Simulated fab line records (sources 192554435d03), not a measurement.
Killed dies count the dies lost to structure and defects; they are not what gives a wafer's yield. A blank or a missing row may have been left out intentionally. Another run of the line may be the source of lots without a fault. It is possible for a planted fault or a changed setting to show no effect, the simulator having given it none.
Comparing a struck lot with a sound one | flow n5 finfet | 19 steps out of a route of 1938
Sound: the wafers L878.1, L878.4, L878.6. The struck wafers were L869.1, L869.5, L869.6. The cause is given at the end.
Order at every step that has rows: each side's tool, ch and its chambers, its first start. Under that, the readings that differ: sound wafers | struck wafers | difference of the means | sigmas: that difference in standard deviations of wafers without a fault.
alike: readings with means less than 2 such deviations apart, plus words and numbers identical on both sides. not compared: withheld readings, readings lacking a value on some wafer, bounds such as >300 that could conceal the same value, and numbers that have no deviation in the record and whose values overlap.
A row with sigmas, a row that says differs or no value, or rows on one side alone: a step with any of these is where the two part. Numbers that don't overlap but have no deviation are shown without sigmas and don't part them. A reading that every wafer of one side lacks parts them only if that side has two wafers or more.

first, 9 steps without rows for these wafers: N5_SD_EPI_N_COAT_33 (time 60 s, resist thk 35 nm); N5_SD_EPI_N_COAT_03 (resist thk 150 nm); N5_SD_EPI_N_EBR_05; N5_SD_EPI_N_SOFTBAKE_04 (time 60 s); N5_SD_EPI_N_EXPOSE_06 (exposes mask SD N BLK, target cd 120 nm); N5_SD_EPI_N_PEB_07 (peb time 60 s); N5_SD_EPI_N_DEVELOP_08 (develop time 30 s); N5_SD_EPI_N_DESCUM_14 (chemistry O2, time 7.9 s); N5_SD_EPI_N_ETCH_34 (etches SiARC in CF4, target depth 45.5 nm, time 75.8 s).
N5_SD_EPI_N_ETCH_35: etches SOC in N2/H2, overetch 108 nm, time 486 s.
  sound on rie diel-04 ch 0,1,2, day 8 00:53; struck on rie diel-01 ch 2,3, day 5 22:22
  reading                                     | sound           | struck            | difference | sigmas
  model.SD_EPI_N.cd nm (nm)                   | 120.2 120 117.8 | 114.8 112.4 115.8 | -5.0       |
  model.SiARC_of_SD_EPI_N_COAT_33.thk nm (nm) | 19.2 19.6 20    | 22.8 23 22.8      | +3.3       |
  alike: drypump motor current A, oes product au, rf vpp V, showerhead plenum p Torr, throttle valve pct
  not compared: rf hours counter h
then, 1 step without rows for these wafers: N5_SD_EPI_N_STRIP_36 (strips in N2/H2).
N5_SD_EPI_N_ETCHBACK_44: etches SiNx in CH3F/O2, stops on SiO2, target depth 14.5 nm.
  sound on rie diel-04 ch 0,1,2, day 8 01:13; struck on rie diel-01 ch 2,3, day 5 22:42
  reading               | sound          | struck         | difference | sigmas
  oes product au (a.u.) | 0.69 0.61 0.68 | 0.40 0.36 0.39 | -0.28      | -5
  alike: drypump motor current A, mfc ar sccm, oes_f_703_au, rf vpp V, showerhead plenum p Torr, throttle valve pct
  not compared: rf hours counter h
then, 1 step without rows for these wafers: N5_SD_EPI_N_ETCH_45 (etches SiOCN in CH3F/O2, target depth 6 nm).
N5_SD_EPI_N_ETCH_16: etches SiO2 in CHF3/O2, target depth 5 nm.
  sound on rie diel-04 ch 0,1,2, day 8 01:25; struck on rie diel-01 ch 2,3, day 5 22:54
  reading                                     | sound          | struck         | difference | sigmas
  model.SiARC_of_SD_EPI_N_COAT_33.thk nm (nm) | 11.6 12.4 12.6 | 15.6 15.8 15.6 | +3.5       |
  alike: drypump motor current A, mfc ar sccm, oes_f_703_au, oes product au, rf vpp V, showerhead plenum p Torr, throttle valve pct
  not compared: rf hours counter h
then, 1 step without rows for these wafers: N5_SD_EPI_N_STRIP_47 (strips in CHF3/O2).
N5_SD_EPI_N_SD_RECESS_17: chemistry HBr/Cl2/O2, target depth 41 nm, time 23.7 s, bt time 3 s.
  sound on rie si-02 ch 0,3, day 8 01:29; struck on rie si-02 ch 0,2,3, day 5 22:58
  reading                   | sound           | struck            | difference | sigmas
  model.SD_EPI_N.cd nm (nm) | 120.2 120 117.6 | 114.6 112.2 115.6 | -5.1       |
  alike: drypump motor current A, mfc cl2 sccm, oes product au, throttle valve pct
  not compared: rf hours counter h
then, 1 step without rows for these wafers: N5_SD_EPI_N_STRIP_38 (strips in N2/H2).
N5_BEOL_M4_RC_MEAS_101:
  the record has rows for the sound wafers here (prober-02 ch 0, day 13 07:02) and none for the struck ones
-- the record jumps here: 10 days lie between the struck wafers' starts before and after (it left off in module BEOL_M4 and takes up again in module PASSIVATION, whose first step shown is number 1936 of the route) --
N5_PASSIVATION_PROBE_49:
  only the struck wafers here have rows in the record (prober-02, day 15 16:02); the sound ones have none

WHERE THEY PART
First at N5_SD_EPI_N_ETCHBACK_44; last, within this record, at N5_PASSIVATION_PROBE_49.

WHY: the cause the simulator had injected
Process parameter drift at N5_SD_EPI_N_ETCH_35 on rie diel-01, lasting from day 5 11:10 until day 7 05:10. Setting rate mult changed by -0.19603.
